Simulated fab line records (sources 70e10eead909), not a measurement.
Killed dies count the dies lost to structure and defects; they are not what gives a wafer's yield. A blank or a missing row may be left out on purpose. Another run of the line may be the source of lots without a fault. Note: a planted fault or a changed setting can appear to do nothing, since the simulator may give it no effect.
Matching of chambers	flow nandHarc	NHARC_A_BONDPAD_DEP_00 on pecvd-01: 3 sister chambers
The step deposits SiCN, target thk 250 nm. 16 wafers are shown with their chamber, then 8 later ones without.

== WAFERS WITH THEIR CHAMBER ==
wafer	chamber	heaterPowerW (W)
L784.1	1	679
L784.3	2	694
L784.6	1	672
L787.2	2	672
L787.3	0	462
L787.5	2	676
L783.1	2	660
L783.2	1	668
L783.5	2	687
L790.1	2	595
L790.5	0	482
L790.6	2	603
L791.2	2	685
L791.4	1	591
L791.6	0	479
L801.3	2	660

SIGNATURES (averages over the wafers above)
reading	chamber 0	chamber 1	chamber 2	scatter within a chamber
heaterPowerW	474.33	652.50	659.11	34.8
Rule: a wafer lies at a distance from a chamber equal to the root of the sum of squares, over the readings, of (its reading less the chamber's mean, divided by the reading's scatter). The wafer belongs to the nearest chamber; if the next one is less than 2 further off, it can't be placed. The scatter: the root of (the sum of the squares of (reading less its chamber's mean) over the shown wafers, divided by (wafers less chambers)).

== WAFERS WHOSE CHAMBER IS MISSING ==
wafer	heaterPowerW (W)
L801.4	414
L801.5	649
L802.2	459
L802.4	463
L802.5	570
L806.3	420
L806.5	425
L806.6	643

== WHICH CHAMBER EACH ONE RAN IN ==
wafer	from the rows above	in truth
L801.4	0	0
L801.5	can't be placed: 1 or 2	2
L802.2	0	0
L802.4	0	0
L802.5	can't be placed: 1 or 2 or 0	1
L806.3	0	0
L806.5	0	0
L806.6	can't be placed: 1 or 2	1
Correctly placed: 5 of 8. Cannot be placed on the basis of these rows: 3; the candidates contain the true chamber in 3. Number placed wrongly: 0.
